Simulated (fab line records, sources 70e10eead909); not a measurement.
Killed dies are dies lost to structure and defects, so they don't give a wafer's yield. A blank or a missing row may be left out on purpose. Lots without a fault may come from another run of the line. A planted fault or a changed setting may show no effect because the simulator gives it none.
fab line records | flow nand_harc
record lots=6 wafers=18 last_day=34
route steps=1302 shown P_ZERO_WELL@23 END@1302
lots that met no fault: from a run of the same line without faults
start_h: hours from the record's first day to the start of the lot's first wafer shown | wait_h: hours since the lot's step before | " the same as in the row above | L1.1+2: a row that stands for several wafers | - no value, or no start given | * or withheld: withheld | < > ~ a bound
route shown NAME@n: a module of which the file shows steps, and the number in the route of the first | usual: mean/standard deviation of fault-free wafers | same: alike in all rows | chamber/n: place in a boat | sites: the reading at each site | _std_site: their standard deviation | _edge_site: outer sites' mean less inner sites' | radius_mm: how far each site lies from the wafer's centre | mask NAME#n: copy n | behind: the tool/chamber that last shaped the wafer | hold: why the lot was held/for how many hours/how that ended | device: the transistor (n, p or np) that didn't switch | end of line: the same wafers' tests at the end of the route | a step without rows: its recipe alone | killed: dies lost to structure and defects at the first sort, not the wafer's yield | map: a wafer's dies, x killed, . not, _ none there
set.NAME: the setting as run; set.NAME@STEP: as run at that earlier step | model.NAME: the simulator's own value behind a step, which no gauge read
lots at some steps of the route; a table a step, a row a wafer
services: from which hour (start_h, from the record's first day; less than 0 if before it) a tool's chamber was out of use, for how many hours, and why
## steps
# step NHARC_P_ZERO_WELL_COAT_18
# recipe spin_rpm=withheld
# step NHARC_P_ZERO_WELL_SOFTBAKE_19
# recipe temp_c=122 time_s=95
# step NHARC_P_ZERO_WELL_EBR_20
# step NHARC_P_ZERO_WELL_EXPOSE_21
# recipe na=0.6 target_cd_nm=720 dose_mj=22.31 mask_id=P_NWELL
# step NHARC_P_ZERO_WELL_PEB_22
# recipe peb_temp_c=118 peb_time_s=85
# step NHARC_P_ZERO_WELL_DEVELOP_23
# recipe time_s=70
# step NHARC_P_ZERO_WELL_CD_MEAS_24
# recipe target_cd_nm=720 landing_energy_ev=500
# usual cd_nm=720.0/2.1
# columns lot.wafer tool chamber start_h wait_h cd_nm
L471.2 cd_sem-03 0 83.92 - 718.9
L471.4 " 0 " " 724.5
L471.6 " 0 " " 715.0
L473.2 cd_sem-01 0 102.58 - 719.2
L473.4 " 0 " " 719.7
L473.6 " 0 " " 717.8
L481.4 cd_sem-01 0 182.64 - 716.3
L481.5 " 0 " " 719.9
L481.6 " 0 " " 720.1
L482.4 cd_sem-01 0 192.74 - 722.1
L482.5 " 0 " " 717.2
L482.6 " 0 " " 719.5
L486.4 cd_sem-03 0 233.23 - 720.7
L486.5 " 0 " " 715.8
L486.6 " 0 " " 720.9
L488.1 cd_sem-01 0 252.58 - 719.2
L488.3 " 0 " " 718.8
L488.4 " 0 " " 718.6
# step NHARC_P_ZERO_WELL_HARDBAKE_25
# recipe temp_c=125 time_s=80
# step NHARC_P_ZERO_WELL_DESCUM_26
# recipe time_s=3 o2_flow_sccm=200 ar_flow_sccm=0 bias_power_w=0 chemistry=O2
# usual chamber_pressure_mTorr=60.00/0.049 drypump_motor_current_A=5.7/0.38 oes_product_au=1.003/0.013 rf_vpp_V=57.6/0.97 showerhead_plenum_p_Torr=1.87/0.087 throttle_valve_pct=11.310/0.0094
# same time_s=3
# columns lot.wafer tool chamber start_h wait_h chamber_pressure_mTorr drypump_motor_current_A oes_product_au rf_hours_counter_h rf_vpp_V showerhead_plenum_p_Torr throttle_valve_pct
L471.4 rie_diel-03 2 84.07 - 59.97 6.1 1.008 53 56.7 1.80 11.321
L471.2 " 3 " " 59.98 6.3 1.006 50 58.2 2.00 11.318
L471.6 " 3 " " 59.99 6.3 0.997 - 58.6 2.00 11.313
L473.4 rie_diel-04 0 102.75 - 59.92 5.5 0.998 38 57.1 1.79 11.325
L473.2 " 2 " " 60.05 5.4 1.000 35 58.3 1.93 11.310
L473.6 " 0 " " 60.00 5.5 1.015 - 56.1 1.79 11.317
L481.4 rie_diel-03 2 182.99 - 59.99 6.0 1.017 23 57.1 1.79 11.292
L481.5 " 0 " " 60.04 5.6 1.025 - 58.1 2.07 11.299
L481.6 " 1 " " 60.03 5.2 0.994 - 56.1 1.88 11.314
L482.4 rie_diel-03 1 192.91 - 59.95 5.2 1.003 29 57.2 1.87 11.314
L482.5 " 3 " " 59.87 6.3 1.014 - 58.0 1.99 11.299
L482.6 " 0 " " 60.04 5.7 1.032 - 57.5 2.07 11.318
L486.4 rie_diel-11 2 233.43 - 60.05 5.7 0.985 - 57.7 1.85 11.291
L486.6 " 3 " " 59.94 5.2 1.009 - 57.8 1.97 11.296
L486.5 " 1 " " 60.01 6.2 1.016 - 58.3 1.87 11.319
L488.1 rie_diel-11 2 252.76 - 60.04 5.7 0.985 60 58.7 1.85 11.312
L488.3 " 3 " " 59.98 5.2 1.011 54 59.6 1.97 11.318
L488.4 " 0 " " 60.04 5.5 0.992 46 57.8 1.80 11.314
# step NHARC_P_ZERO_WELL_IMPLANT_27
# recipe energy_kev=600 dose_cm2=1e+13 tilt_deg=7
# step NHARC_P_ZERO_WELL_IMPLANT_57
# recipe energy_kev=250 dose_cm2=4e+12 tilt_deg=7
# step NHARC_P_ZERO_WELL_IMPLANT_58
# recipe energy_kev=100 dose_cm2=2e+12 tilt_deg=7
# step NHARC_P_ZERO_WELL_STRIP_28
# recipe time_s=840 temp_c=130 chemistry=SPM
# usual bath_guard_temp_C=130.1/0.6 temp_c=130.02/0.14
# same time_s=840
# columns lot.wafer tool chamber start_h wait_h bath_guard_temp_C temp_c
L471.4 wet_bench-05 2 84.79 0.1 123.1 123.09
L471.6 " 5 " " 123.9 123.19
L471.2 " 6 " " 123.4 123.19
L473.2 wet_bench-05 4 103.47 0.2 123.8 123.04
L473.6 " 6 " " 123.4 123.42
L473.4 " 0 " " 124.4 123.71
L481.6 wet_bench-03 3 183.69 0.0 130.0 130.11
L481.5 " 5 " " 129.5 130.14
L481.4 " 6 " " 130.0 130.17
L482.5 wet_bench-05 1 193.61 0.1 130.3 130.13
L482.4 " 3 " " 131.3 130.17
L482.6 " 6 " " 130.2 129.95
L486.5 wet_bench-05 3 234.14 0.1 131.1 129.75
L486.4 " 6 " " 130.2 130.21
L486.6 " 7 " " 130.2 130.00
L488.3 wet_bench-03 5 253.46 0.1 129.2 130.15
L488.4 " 7 " " 130.5 130.04
L488.1 " 0 " " 130.0 130.19
# step NHARC_P_ZERO_WELL_DEHYDRATE_29
# recipe temp_c=150 time_s=120
# step NHARC_END_SORT_01
# recipe temp_c=25
# usual killed_at_array=55/19 killed_at_other=0.9/1.4 killed_at_periphery=3.8/2.9 killed_dies=60/19 killed_open=3.3/1.8 killed_short=2.6/1.6
# same gross_dies=677
# columns lot.wafer tool chamber start_h wait_h killed_at_array killed_at_other killed_at_periphery killed_dies killed_open killed_short
L471.2 prober-01 0 624.75 2.8 44 0 3 47 4 3
L471.4 prober-01 0 626.36 3.4 51 1 3 55 5 4
L471.6 prober-01 0 627.98 4.0 50 0 0 50 3 4
L473.2 prober-01 0 654.24 2.8 24 1 4 29 3 5
L473.4 prober-01 0 655.84 3.4 46 2 5 53 6 4
L473.6 prober-01 0 657.45 4.0 24 2 6 32 3 4
L481.4 prober-02 0 718.47 3.4 83 0 2 85 3 4
L481.5 prober-02 0 719.26 3.6 88 0 7 95 6 3
L481.6 prober-02 0 720.05 3.9 81 0 0 81 4 2
L482.4 prober-02 0 737.41 3.4 34 7 6 47 5 1
L482.5 prober-02 0 738.21 3.7 44 0 3 47 3 1
L482.6 prober-02 0 739.01 4.0 39 1 1 41 1 4
L486.4 prober-02 0 767.46 3.4 48 0 6 54 6 2
L486.5 prober-02 0 768.25 3.7 51 0 3 54 4 3
L486.6 prober-02 0 769.04 4.0 64 1 2 67 3 5
L488.1 prober-02 0 811.63 2.5 27 2 1 30 1 3
L488.3 prober-02 0 813.24 3.1 22 2 1 25 2 1
L488.4 prober-02 0 814.05 3.4 26 2 2 30 4 3
# killed by level:class
L471.2 A_CHANNEL_HOLE_D2:chamber_film_flake=30 A_CHANNEL_HOLE_D1:chamber_film_flake=2 A_CONTACT:chamber_film_flake=2 P_GATE:geometric_particle:short=1 P_CONTACT:geometric_particle:open=1 A_SOURCE_PLATE:geometric_particle:short=1 A_DECK1_JOINT:geometric_particle:open=1 A_ONON_D2:geometric_particle:open=1
L471.4 A_CHANNEL_HOLE_D2:chamber_film_flake=28 A_CHANNEL_HOLE_D1:chamber_film_flake=6 A_STAIRCASE:chamber_film_flake=5 A_DECK1_JOINT:chamber_film_flake=3 A_ONON_D1:geometric_particle:short=2 A_CHANNEL_FILL_D1:geometric_particle:open=2 P_GATE:chamber_film_flake=2 A_WL_FILL:chamber_film_flake=2
L471.6 A_CHANNEL_HOLE_D2:chamber_film_flake=28 A_STAIRCASE:chamber_film_flake=5 A_CHANNEL_HOLE_D1:chamber_film_flake=4 A_DECK1_JOINT:chamber_film_flake=3 A_ONON_D1:geometric_particle:open=1 A_ONON_D1:geometric_particle:short=1 A_CHANNEL_FILL_D1:geometric_particle:open=1 A_ONON_D2:geometric_particle:short=1
L473.2 A_CHANNEL_HOLE_D2:chamber_film_flake=12 A_ONON_D1:geometric_particle:short=2 A_M0:geometric_particle:short=2 P_STI:chamber_film_flake=2 A_ONON_D1:geometric_particle:open=1 A_CHANNEL_FILL_D1:geometric_particle:open=1 A_WL_FILL:geometric_particle:short=1 A_M0:geometric_particle:open=1
L473.4 A_CHANNEL_HOLE_D2:chamber_film_flake=23 A_CONTACT:chamber_film_flake=5 A_ONON_D2:geometric_particle:open=3 A_CHANNEL_FILL_D2:chamber_film_flake=3 A_SLIT:chamber_film_flake=3 P_M2:chamber_film_flake=2 A_CHANNEL_HOLE_D1:chamber_film_flake=2 THIN_TSV:chamber_film_flake=2
L473.6 A_CHANNEL_HOLE_D2:chamber_film_flake=14 A_CHANNEL_HOLE_D1:chamber_film_flake=3 P_GATE:chamber_film_flake=2 A_CONTACT:chamber_film_flake=2 P_STI:geometric_particle:short=1 P_CONTACT:geometric_particle:open=1 P_BONDPAD:geometric_particle:open=1 A_ONON_D1:geometric_particle:short=1
L481.4 A_CHANNEL_HOLE_D1:chamber_film_flake=36 A_SLIT:chamber_film_flake=20 A_CHANNEL_HOLE_D2:chamber_film_flake=15 A_CONTACT:chamber_film_flake=3 A_WL_FILL:geometric_particle:short=2 A_SOURCE_PLATE:geometric_particle:open=1 A_CHANNEL_HOLE_D1:geometric_particle:short=1 A_CHANNEL_FILL_D1:geometric_particle:open=1
L481.5 A_CHANNEL_HOLE_D1:chamber_film_flake=31 A_CHANNEL_HOLE_D2:chamber_film_flake=20 A_SLIT:chamber_film_flake=19 A_STAIRCASE:chamber_film_flake=6 A_CONTACT:chamber_film_flake=4 P_ZERO_WELL:chamber_film_flake=3 P_M0:geometric_particle:open=2 A_WL_FILL:geometric_particle:short=2
L481.6 A_SLIT:chamber_film_flake=32 A_CHANNEL_HOLE_D1:chamber_film_flake=27 A_CHANNEL_HOLE_D2:chamber_film_flake=10 A_CONTACT:chamber_film_flake=4 A_DECK1_JOINT:geometric_particle:open=1 A_STAIRCASE:geometric_particle:open=1 A_SGD_CUT:geometric_particle:open=1 A_SGD_CUT:geometric_particle:short=1
L482.4 A_CHANNEL_HOLE_D2:chamber_film_flake=19 THIN_TSV:chamber_film_flake=7 A_SLIT:chamber_film_flake=6 P_CONTACT:geometric_particle:open=2 P_M0:geometric_particle:open=2 P_GATE:chamber_film_flake=2 A_CHANNEL_HOLE_D1:chamber_film_flake=2 A_CONTACT:chamber_film_flake=2
L482.5 A_CHANNEL_HOLE_D2:chamber_film_flake=19 A_CHANNEL_HOLE_D1:chamber_film_flake=10 A_SLIT:chamber_film_flake=4 A_ZERO_WELL:chamber_film_flake=3 A_STAIRCASE:chamber_film_flake=3 P_CONTACT:geometric_particle:open=1 P_M0:geometric_particle:open=1 A_ONON_D2:geometric_particle:open=1
L482.6 A_CHANNEL_HOLE_D2:chamber_film_flake=17 A_SLIT:chamber_film_flake=8 A_CHANNEL_HOLE_D1:chamber_film_flake=3 A_CHANNEL_FILL_D1:geometric_particle:short=2 A_CHANNEL_FILL_D2:chamber_film_flake=2 A_STAIRCASE:chamber_film_flake=2 A_WL_FILL:chamber_film_flake=2 A_ONON_D2:geometric_particle:open=1
L486.4 A_CHANNEL_HOLE_D2:chamber_film_flake=19 A_SLIT:chamber_film_flake=9 A_CONTACT:chamber_film_flake=8 A_CHANNEL_HOLE_D1:chamber_film_flake=4 P_CONTACT:geometric_particle:open=2 P_ZERO_WELL:chamber_film_flake=2 P_M0:geometric_particle:open=1 A_ONON_D1:geometric_particle:short=1
L486.5 A_CHANNEL_HOLE_D2:chamber_film_flake=21 A_CHANNEL_HOLE_D1:chamber_film_flake=12 A_SLIT:chamber_film_flake=6 A_CONTACT:chamber_film_flake=4 A_CONTACT:geometric_particle:open=2 A_STAIRCASE:chamber_film_flake=2 P_CONTACT:geometric_particle:short=1 P_CONTACT:geometric_particle:open=1
L486.6 A_CHANNEL_HOLE_D2:chamber_film_flake=29 A_CONTACT:chamber_film_flake=9 A_CHANNEL_HOLE_D1:chamber_film_flake=7 A_SLIT:chamber_film_flake=6 A_CHANNEL_FILL_D1:chamber_film_flake=2 A_ONON_D1:geometric_particle:short=1 A_ONON_D2:geometric_particle:short=1 A_ONON_D2:geometric_particle:open=1
L488.1 A_SLIT:chamber_film_flake=13 A_BLC:chamber_film_flake=5 THIN_TSV:chamber_film_flake=2 A_CHANNEL_FILL_D1:geometric_particle:short=1 A_CHANNEL_FILL_D2:geometric_particle:short=1 A_SGD_CUT:geometric_particle:open=1 A_WL_FILL:geometric_particle:short=1 P_ZERO_WELL:chamber_film_flake=1
L488.3 A_SLIT:chamber_film_flake=7 A_DECK1_JOINT:chamber_film_flake=4 A_BLC:chamber_film_flake=3 A_CHANNEL_HOLE_D2:chamber_film_flake=2 A_WL_FILL:chamber_film_flake=2 THIN_TSV:chamber_film_flake=2 A_ONON_D1:geometric_particle:open=1 A_SGD_CUT:geometric_particle:open=1
L488.4 A_SLIT:chamber_film_flake=12 A_CHANNEL_HOLE_D2:chamber_film_flake=3 A_BLC:chamber_film_flake=3 THIN_TSV:chamber_film_flake=2 P_CONTACT:geometric_particle:open=1 P_BONDPAD:geometric_particle:short=1 A_SOURCE_PLATE:geometric_particle:short=1 A_ONON_D1:geometric_particle:open=1
## services
# columns tool chamber start_h hours kind
rie_diel-11 - 78.50 9.0 pm
rie_diel-04 1 80.76 2.7 repair
wet_bench-05 0 92.84 - consumable_replace:bath
wet_bench-05 0 92.84 - consumable_replace:filter
wet_bench-05 1 92.84 - consumable_replace:bath
wet_bench-05 1 92.84 - consumable_replace:filter
wet_bench-05 2 92.84 - consumable_replace:bath
rie_diel-03 - 104.46 9.0 pm
rie_diel-03 - 117.10 0.4 repair
rie_diel-11 3 127.62 4.4 repair
rie_diel-04 3 131.36 13.5 repair
rie_diel-03 0 140.27 7.8 repair
rie_diel-11 1 170.61 4.4 repair
wet_bench-05 - 173.48 1.7 repair
rie_diel-04 - 181.76 9.0 pm
rie_diel-11 3 189.25 6.5 repair
wet_bench-03 - 210.40 8.0 pm
rie_diel-04 2 210.59 2.9 repair
rie_diel-04 0 215.30 7.3 repair
rie_diel-11 - 228.29 0.2 repair
rie_diel-11 0 229.51 20.0 repair
rie_diel-11 2 243.32 2.4 repair
rie_diel-11 - 244.93 0.9 repair
rie_diel-03 1 251.20 19.6 repair
## key
first_sign step=NHARC_P_ZERO_WELL_STRIP_28 reading=temp_c direction=down sigmas=47 usual=* struck=*
effect step=NHARC_P_ZERO_WELL_STRIP_28 reading=bath_guard_temp_C direction=down sigmas=11 usual=* struck=*
met_at NHARC_P_ZERO_WELL_STRIP_28
struck_wafers L471.2,L471.4,L471.6,L473.2,L473.4,L473.6
tester_left_out L471,L473
fault kind=process_parameter_drift tool=wet_bench-05 chamber=- onset_h=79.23 steps=NHARC_P_ZERO_WELL_STRIP_28 channel=temp_c offset=* shape=step end_h=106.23 acts_in=* stated=*
# tester_left_out: of these lots the tester's yield and bins aren't shown, on N5 and GAA mostly nor the transistor test; their killed dies are dies lost to structure and defects alone, not to doping, threshold or leakage, so they don't give the yield
